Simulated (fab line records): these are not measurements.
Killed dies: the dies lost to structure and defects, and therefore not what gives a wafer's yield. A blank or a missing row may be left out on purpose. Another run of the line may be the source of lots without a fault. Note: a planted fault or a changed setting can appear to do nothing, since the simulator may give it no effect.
Split-lot experiment	flow n5-finfet	on a route of 1938 steps: 7 lots, 21 wafers read

SPLIT DETAILS
At N5_SD_EPI_N_COAT_32 (time 60 s, resist thk 350 nm), the setting spin-rpm was moved away from the recipe's 1500 rpm on 6 of the 21 wafers read, by -9.9% to +11.1%. For the rest of the wafers, this setting stayed at what the recipe calls for.

The split's own step is where the reading is taken.

THE READING
SOC_of_SD_EPI_N_COAT_32.thk-nm (the simulator's own value, which no gauge read), in nm, at N5_SD_EPI_N_COAT_32 (time 60 s, resist thk 350 nm). The file gives no usual value for it. Average 350.5 nm, standard deviation 1.4 nm, over the 15 wafers here run with the recipe.

wafer	tool, chamber at the split	spin-rpm as run, rpm	against the recipe	SOC_of_SD_EPI_N_COAT_32.thk-nm, nm	against lot-mates on the recipe
L075.1	litho-track-02, 0	1500	recipe	352.8	-
L075.2	litho-track-02, 0	1500	recipe	352.8	-
L075.6	litho-track-02, 0	1500	recipe	352	-
L078.1	litho-track-02, 0	1667	+11.1%	333.4	-16.8
L078.3	litho-track-02, 0	1500	recipe	350.2	-
L078.5	litho-track-02, 0	1500	recipe	350.2	-
L079.1	litho-track-03, 0	1500	recipe	348.2	-
L079.3	litho-track-03, 0	1500	recipe	349.2	-
L079.6	litho-track-03, 0	1500	recipe	348.8	-
L081.4	litho-track-02, 0	1352	-9.9%	369.2	+16.8
L081.5	litho-track-02, 0	1500	recipe	352.4	-
L081.6	litho-track-02, 0	1352	-9.9%	369.6	+17.2
L086.2	litho-track-04, 0	1500	recipe	350.4	-
L086.3	litho-track-04, 0	1500	recipe	350.2	-
L086.4	litho-track-04, 0	1500	recipe	350.8	-
L089.2	litho-track-04, 0	1370	-8.7%	367	no lot-mate on the recipe
L089.3	litho-track-04, 0	1370	-8.7%	365.6	no lot-mate on the recipe
L089.6	litho-track-04, 0	1370	-8.7%	366	no lot-mate on the recipe
L090.1	litho-track-03, 0	1500	recipe	350	-
L090.4	litho-track-03, 0	1500	recipe	349.8	-
L090.5	litho-track-03, 0	1500	recipe	349.8	-

THE FIT
A straight line over all 21 wafers: SOC_of_SD_EPI_N_COAT_32.thk-nm changes by -1.77 nm for each +1% of spin-rpm; r = -0.99; the points scatter about the line by 1.4 nm.
The same after taking each lot's own level away (the mean of its wafers on the recipe; 18 wafers): -1.64 nm for each +1%; r = -1.00; scatter 0.51 nm.
That fit puts the effect of the largest move of spin-rpm on the reading at 18 nm.
From 348.73 to 352.53 nm: that is the span of the lots' own levels, equal to 2.8 times the standard deviation above.
Consequently the slope shifts little with the lot-to-lot level, the two slopes agreeing.
Check: with one of the wafers moved furthest among these (+11.1%) left out of the fit, the line predicts -19.2 nm for it against its lot-mates. Against them it came out at -16.8 nm.

OTHER SPLITS APPLIED TO THESE WAFERS
Note: prior to the reading, these wafers also went through further splits. Each is held against what the fit with the lots' levels taken away leaves over:
other split on the same wafers	wafers away from the commonest value	r with SOC_of_SD_EPI_N_COAT_32.thk-nm (lot level and that fit taken away)
N5_ZERO_LAYER_PECVD_02 time-s	6	-0.19
N5_ZERO_LAYER_EXPOSE_08 dose-mj	7	+0.19
N5_WELL_APT_EXPOSE_22 dose-mj	6	+0.11
N5_WELL_APT_PEB_23 peb-time-s	11	-0.17
N5_FIN_SAQP_SPACER1_ALD_24 temp-c	6	+0.26
N5_FIN_SAQP_FIN_ETCH_36 icp-w	6	+0.09
N5_FIN_CUT_COAT_19 spin-rpm	5	-0.34
N5_DUMMY_GATE_DESCUM_20 time-s	7	-0.38

THE FILE'S OWN FIT
SOC_of_SD_EPI_N_COAT_32.thk-nm changes by -1.6 nm for each +1% of spin-rpm, r = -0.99.
